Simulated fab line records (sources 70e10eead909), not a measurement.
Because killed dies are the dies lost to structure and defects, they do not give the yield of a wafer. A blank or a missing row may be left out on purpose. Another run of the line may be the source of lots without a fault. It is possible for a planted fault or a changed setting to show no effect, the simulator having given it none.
Which of the tools did it? -- flow nand harc -- Sampling: 11 lots, 33 wafers, 4 of 1302 route steps

## WHAT THE GAUGES SHOWED, per wafer
NHARC_END_SORT_01.
lot,measured,on,killed at array
L947,day 24 15:40,prober-01,81 80 68
L950,day 25 15:56,prober-02,88 97 80
L951,day 27 02:59,prober-02,46 46 41
L954,day 27 18:48,prober-02,83 103 125
L962,day 31 06:13,prober-02,87 674 88
L967,day 32 18:53,prober-01,91 87 98

## WHICH TOOL RAN EACH LOT (tool, then ch and the chambers of the sampled wafers, then the start)
lot,NHARC_A_STAIRCASE_ETCHBACK_157,NHARC_A_SGD_CUT_ETCH_16,NHARC_A_SGD_CUT_STRIP_28
L947,"rie diel-09 ch 1,3, day 18 16:23","rie diel-12 ch 2,3, day 18 18:52","rie diel-12 ch 0,1,3, day 24 15:40 or earlier"
L948,"rie diel-09 ch 1,2,3, day 19 21:23","rie diel-12 ch 0,1,3, day 19 23:48","rie diel-05 ch 0,1,3, no start"
L949,"rie diel-02 ch 0,3, day 19 21:31","rie diel-05 ch 2,3, day 20 00:02","rie diel-01 ch 2,3, no start"
L950,"rie diel-10 ch 0,3, day 20 12:05","rie diel-01 ch 1,2,3, day 20 14:44","rie diel-12 ch 1,2, day 25 15:56 or earlier"
L952,"rie diel-02 ch 0,1,3, day 20 20:04","rie diel-05 ch 0,1,2, day 20 22:30","rie diel-05 ch 0,2,3, no start"
L951,"rie diel-02 ch 0,3, day 21 22:38","rie diel-05 ch 2,3, day 22 01:16","rie diel-05 ch 1,2,3, day 27 02:59 or earlier"
L954,"rie diel-10 ch 0,2, day 22 17:27","rie diel-12 ch 1,2, day 22 19:53","rie diel-12 ch 2,3, day 27 18:48 or earlier"
L962,"rie diel-09 ch 0,2,3, day 25 21:19","rie diel-12 ch 0,2,3, day 25 23:51","rie diel-12 ch 1,2,3, day 31 06:13 or earlier"
L967,"rie diel-10 ch 0,2,3, day 27 12:40","rie diel-01 ch 0,1,3, day 27 15:23","rie diel-05 ch 0,2,3, day 32 18:53 or earlier"
L969,"rie diel-10 ch 0,1,2, day 27 22:22","rie diel-05 ch 0,1,3, day 28 00:47","rie diel-12 ch 0,2,3, no start"
L968,"rie diel-02 ch 2,3, day 28 04:53","rie diel-01 ch 1,3, day 28 07:25","rie diel-01 ch 1,3, no start"
- NHARC_A_STAIRCASE_ETCHBACK_157: etches the open film in CH3F/O2, target depth 90 nm, time 167.14 s.
- NHARC_A_SGD_CUT_ETCH_16: etches the open film in C4F8/O2/Ar, target depth 310.5 nm, time 155.2 s.
- NHARC_A_SGD_CUT_STRIP_28: strips in O2, time 20 s.

## THE ANSWER, worked out from the rows above alone
Rule: what is usual is taken from the lots themselves. Put in order of their means at a reading, lots are off if they are a third of the lots or fewer, leave a main group of 4 or more, and stand apart from it by a gap of 3 or more times the standard deviation of the main group's means; of several such gaps the widest counts. A main group is skipped when, at the precision printed for the reading in the tables above, its means are all equal. A lot without any number at a reading at which 4 lots or more have one is off too. The other lots that the step has rows for count as sound.
Off: L962 (NHARC_END_SORT_01, killed at array). For the main group the mean is 81 and the standard deviation 20. Neither off nor sound, because the step has no rows for them: L948, L949, L952, L969, L968.
If a tool, at a process step before that reading, ran all the lots that are off and no sound lot after the first of them, it fits. Gauges at NHARC_END_SORT_01: tried the same way as those tools. NHARC_A_SGD_CUT_STRIP_28 gives no start for some lots, so the hours and the order of its lots are those of NHARC_END_SORT_01. Can't be told from this: 3 tools fit, rie diel-09 at NHARC_A_STAIRCASE_ETCHBACK_157, rie diel-12 at NHARC_A_SGD_CUT_ETCH_16 and NHARC_A_SGD_CUT_STRIP_28, prober-02 at NHARC_END_SORT_01.

## WHAT HAD BEEN PUT IN BY THE SIMULATOR
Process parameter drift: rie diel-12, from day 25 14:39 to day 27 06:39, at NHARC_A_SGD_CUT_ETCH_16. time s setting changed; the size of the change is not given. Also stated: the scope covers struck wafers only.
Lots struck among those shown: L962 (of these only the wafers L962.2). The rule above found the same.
